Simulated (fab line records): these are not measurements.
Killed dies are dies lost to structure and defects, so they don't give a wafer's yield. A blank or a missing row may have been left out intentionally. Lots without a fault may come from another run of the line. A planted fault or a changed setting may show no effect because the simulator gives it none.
Split-lot study -- flow n5Finfet -- on a route of 1938 steps: 7 lots, 39 wafers read

== ABOUT THE SPLIT ==
At N5_BEOL_M8_TRENCH_ETCH_37 (etches SiCOH lowk in C4F6/O2, target depth 93.478 nm, time 31.2 s), the setting targetDepthA was moved away from the recipe's 934.78 angstrom on 15 of the 39 wafers read, by -59.9% to +58.2%. This setting was run at the recipe's value on the other wafers.

== FROM THE SPLIT TO THE READING: what the file shows between them, 8 steps ==
- N5_BEOL_M8_ETCH_41: etches SiCN in CH3F/O2, target depth 31.9 nm, time 57.8 s
- N5_BEOL_M8_STRIP_80: strips in N2/H2, time 10 s
- N5_BEOL_M8_OCD_MEAS_38
- N5_BEOL_M8_HM_STRIP_39: strips TiN in peroxide tin strip, target depth 25 nm, time 158 s
- N5_BEOL_M8_SRD_40: time 30 s
- N5_BEOL_M8_ECD_50: material Cu, target thk 300 nm
- N5_BEOL_M8_ANNEAL_51: time 90 s
- N5_BEOL_M8_CMP_52: polishes, stops on SiCOH lowk, t overpolish 6.9 s, target thk 80 nm

== THE READING ==
M8_THK, in nm, at N5_BEOL_M8_THK_MEAS_53 (measures by xrf). On this fab line, fault-free wafers typically give 76.4 nm with a standard deviation of 2.1 nm.

wafer,"tool, chamber at the split","targetDepthA as run, angstrom",against the recipe,"M8_THK, nm",against lot-mates on the recipe
L076.1,"rieDiel-02, 0",934.78,recipe,76.6,-
L076.2,"rieDiel-02, 2",666.4,-28.7%,49.3,-27.3
L076.3,"rieDiel-02, 3",666.4,-28.7%,49.7,-26.9
L076.4,"rieDiel-02, 1",666.4,-28.7%,48.6,-28.0
L076.5,"rieDiel-02, 3",934.78,recipe,76.5,-
L076.6,"rieDiel-02, 0",934.78,recipe,76.6,-
L077.1,"rieDiel-06, 0",934.78,recipe,77.4,-
L077.2,"rieDiel-06, 2",934.78,recipe,75.3,-
L077.3,"rieDiel-06, 1",934.78,recipe,75.2,-
L077.4,"rieDiel-06, 2",934.78,recipe,72.9,-
L077.5,"rieDiel-06, 0",934.78,recipe,74.4,-
L077.6,"rieDiel-06, 1",934.78,recipe,75.7,-
L082.1,"rieDiel-02, 0",374.7,-59.9%,24.7,-52.4
L082.2,"rieDiel-02, 3",934.78,recipe,76.4,-
L082.3,"rieDiel-02, 1",934.78,recipe,78.8,-
L082.4,"rieDiel-02, 0",374.7,-59.9%,23.7,-53.4
L082.5,"rieDiel-02, 1",934.78,recipe,76.1,-
L082.6,"rieDiel-02, 3",374.7,-59.9%,23.8,-53.3
L091.1,"rieDiel-06, 3",1479,+58.2%,128.6,+54.2
L091.2,"rieDiel-06, 0",1479,+58.2%,125.9,+51.5
L091.3,"rieDiel-06, 2",1479,+58.2%,124.5,+50.1
L091.4,"rieDiel-06, 0",934.78,recipe,74.0,-
L091.5,"rieDiel-06, 2",934.78,recipe,73.5,-
L091.6,"rieDiel-06, 3",934.78,recipe,75.8,-
L092.1,"rieDiel-02, 2",663.1,-29.1%,46.2,-27.7
L092.2,"rieDiel-02, 3",934.78,recipe,73.9,-
L092.3,"rieDiel-02, 0",934.78,recipe,74.2,-
L092.4,"rieDiel-02, 1",663.1,-29.1%,49.5,-24.4
L092.5,"rieDiel-02, 0",934.78,recipe,73.6,-
L092.6,"rieDiel-02, 3",663.1,-29.1%,48.1,-25.8
L093.2,"rieDiel-06, 3",934.78,recipe,76.4,-
L093.3,"rieDiel-06, 2",934.78,recipe,74.3,-
L093.6,"rieDiel-06, 0",934.78,recipe,76.1,-
L095.1,"rieDiel-02, 1",532.9,-43.0%,41.6,-36.9
L095.2,"rieDiel-02, 2",532.9,-43.0%,37.6,-40.9
L095.3,"rieDiel-02, 3",934.78,recipe,77.8,-
L095.4,"rieDiel-02, 1",934.78,recipe,79.9,-
L095.5,"rieDiel-02, 3",532.9,-43.0%,39.0,-39.5
L095.6,"rieDiel-02, 2",934.78,recipe,77.7,-

THE FIT
A straight line over all 39 wafers: M8_THK changes by +0.873 nm for each +1% of targetDepthA; r = +1.00; the points scatter about the line by 1.8 nm.
The same after taking each lot's own level away (the mean of its wafers on the recipe; 39 wafers): +0.896 nm for each +1%; r = +1.00; scatter 1.2 nm.
On that fit, the largest move of targetDepthA shifts the reading by 54 nm.
From 73.90 to 78.47 nm: that is the span of the lots' own levels, equal to 2.2 times the standard deviation above.
The two slopes agree, so the slope changes little with the lot-to-lot level.
Check: -54 nm against its lot-mates is what the line predicts for one of the wafers moved furthest among these (-59.9%) when that wafer is left out of the fit. Against them it came out at -52.4 nm.

== THE WHOLE CHAIN: every reading that the file lists as answering this split, in the file's order ==
step,what it does,reading,change (the file's fit),r (the file's)
N5_BEOL_M8_TRENCH_ETCH_37,"etches SiCOH lowk in C4F6/O2, target depth 93.478 nm, time 31.2 s","BEOL_M8.featureDepthNm (the simulator's own value, which no gauge read)",+0.931 nm for each +1% of the setting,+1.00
N5_BEOL_M8_TRENCH_ETCH_37,"etches SiCOH lowk in C4F6/O2, target depth 93.478 nm, time 31.2 s","etch.depthNm (the simulator's own value, which no gauge read)",+0.93 nm for each +1% of the setting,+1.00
N5_BEOL_M8_TRENCH_ETCH_37,"etches SiCOH lowk in C4F6/O2, target depth 93.478 nm, time 31.2 s","TiN_of_BEOL_M8_HM_DEP_02.thkNm (the simulator's own value, which no gauge read)",-0.026 nm for each +1% of the setting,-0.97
N5_BEOL_M8_OCD_MEAS_38,,trenchDepthNm,+0.929 nm for each +1% of the setting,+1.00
N5_BEOL_M8_CMP_52,"polishes, stops on SiCOH lowk, t overpolish 6.9 s, target thk 80 nm","Cu_of_BEOL_M8_ECD_50.thkNm (the simulator's own value, which no gauge read)",+0.927 nm for each +1% of the setting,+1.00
N5_BEOL_M8_THK_MEAS_53,measures by xrf,M8_THK,+0.898 for each +1% of the setting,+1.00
N5_BEOL_M8_RS_MEAS_57,measures by four-point-probe,M8_RS,"not straight: 1.289 at the lowest setting, 0.292 at the recipe, 0.163 at the highest",not given

== FILE'S OWN FIT ==
M8_THK changes by +0.898 nm for each +1% of targetDepthA, r = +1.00.
